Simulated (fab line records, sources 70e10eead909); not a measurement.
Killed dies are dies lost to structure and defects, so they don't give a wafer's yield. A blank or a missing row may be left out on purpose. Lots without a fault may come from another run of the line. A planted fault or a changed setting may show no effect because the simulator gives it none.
A struck lot beside a sound one | flow nand_harc | 15 steps out of a route of 1302
Sound: wafers L238.1, L238.3, L238.4. Struck: wafers L247.1, L247.3, L247.4. The cause comes at the end.
At each step with rows: each side's tool, then ch and its chambers, then its first start. Under that, the readings that differ: sound wafers | struck wafers | difference of the means | sigmas: that difference in standard deviations of wafers without a fault.
alike: readings whose means differ by less than 2 such deviations, and words and numbers that are the same on both sides. not compared: withheld readings, readings that some wafer has no value for, bounds like >300 that may hide the same value, and numbers for which the record gives no deviation and whose values overlap.
The two part at a step that has a row with sigmas, a row that says differs or no value, or rows on one side only. Numbers that don't overlap but have no deviation are shown without sigmas and don't part them. A reading that every wafer of one side lacks parts them only if that side has two wafers or more.

first, 7 steps without rows for these wafers: NHARC_A_M1_COAT_34 (time 65 s); NHARC_A_M1_COAT_03 (resist thk 90 nm); NHARC_A_M1_SOFTBAKE_04 (time 55 s); NHARC_A_M1_EBR_05; NHARC_A_M1_EXPOSE_06 (exposes mask A M1, target cd 120 nm); NHARC_A_M1_PEB_07 (peb time 65 s); NHARC_A_M1_DEVELOP_08 (develop time 35 s).
NHARC_A_M1_CD_MEAS_09: target cd 120 nm.
  sound on cd_sem-02 ch 0, day 23 07:52; struck on cd_sem-02 ch 0, day 27 01:04
  alike: cd_nm
NHARC_A_M1_OVL_MEAS_10: pitch 240 nm.
  sound on overlay-01, day 23 07:58; struck on overlay-02, day 27 01:10
  reading           | sound        | struck         | difference | sigmas
  overlay_x_nm (nm) | -0.4 0.4 0.2 | -2.1 -2.0 -2.1 | -2.1       | -2
  alike: overlay_y_nm
NHARC_A_M1_INSPECT_11:
  sound on defect_inspect-01, day 23 08:00; struck on defect_inspect-02, day 27 01:12
  alike: raw_defect_count
NHARC_A_M1_DESCUM_14: chemistry O2, time 3 s.
  sound on rie_diel-03 ch 1,2,3, day 23 08:04; struck on rie_diel-05 ch 1,2,3, day 27 01:16
  reading                | sound       | struck      | difference | sigmas
  rf_hours_counter_h (h) | 4.2 4.4 4.6 | 1.1 1.2 1.1 | -3.3       |
  alike: drypump_motor_current_A, oes_product_au, rf_vpp_V, showerhead_plenum_p_Torr, throttle_valve_pct
NHARC_A_M1_ETCH_35: etches the open film in N2/H2, target depth 40 nm, overetch 12 nm, time 43.94 s.
  sound on rie_diel-03 ch 0,2,3, day 23 08:08; struck on rie_diel-05 ch 0,1,2, day 27 01:21
  reading                | sound       | struck      | difference | sigmas
  rf_hours_counter_h (h) | 4.8 4.2 4.4 | 1.2 1.0 1.1 | -3.4       |
  alike: drypump_motor_current_A, oes_product_au, rf_vpp_V, run_length_s, showerhead_plenum_p_Torr, throttle_valve_pct
NHARC_A_M1_ETCH_15: etches the open film in C4F8/Ar, target depth 182.5 nm, time 91.2 s.
  sound on rie_diel-03 ch 0,1,2, day 23 08:14; struck on rie_diel-05 ch 0,2,3, day 27 01:26
  reading                | sound             | struck            | difference | sigmas
  rf_hours_counter_h (h) | 4.6 4.2 4.8       | 1.0 1.1 1.3       | -3.4       |
  run_length_s (s)       | 112.4 112.3 112.1 | 102.8 103.2 103.3 | -9.2       | -22
  alike: oes_product_au, rf_vpp_V
NHARC_A_M1_CD_MEAS_16:
  sound on cd_sem-02, day 23 08:22; struck on cd_sem-02, day 27 01:34
  alike: cd_nm
NHARC_END_SORT_01:
  sound on prober-01 ch 0, day 24 21:29; struck on prober-02 ch 0, day 28 11:25
  alike: defect_limited_yield, killed_at_array, killed_at_other, killed_at_periphery, killed_dies, killed_open, killed_short, sort_bin_2_pct, sort_bin_3_pct, sort_bin_4_pct, sort_n_pass, sort_rim_yield_pct, sort_yield_pct
  not compared: hold

WHERE THEY PART
First at NHARC_A_M1_OVL_MEAS_10; last, within this record, at NHARC_A_M1_ETCH_15. Later steps at which nothing parts them and some readings are alike: NHARC_A_M1_CD_MEAS_16, NHARC_END_SORT_01.

WHY: what the simulator had put in
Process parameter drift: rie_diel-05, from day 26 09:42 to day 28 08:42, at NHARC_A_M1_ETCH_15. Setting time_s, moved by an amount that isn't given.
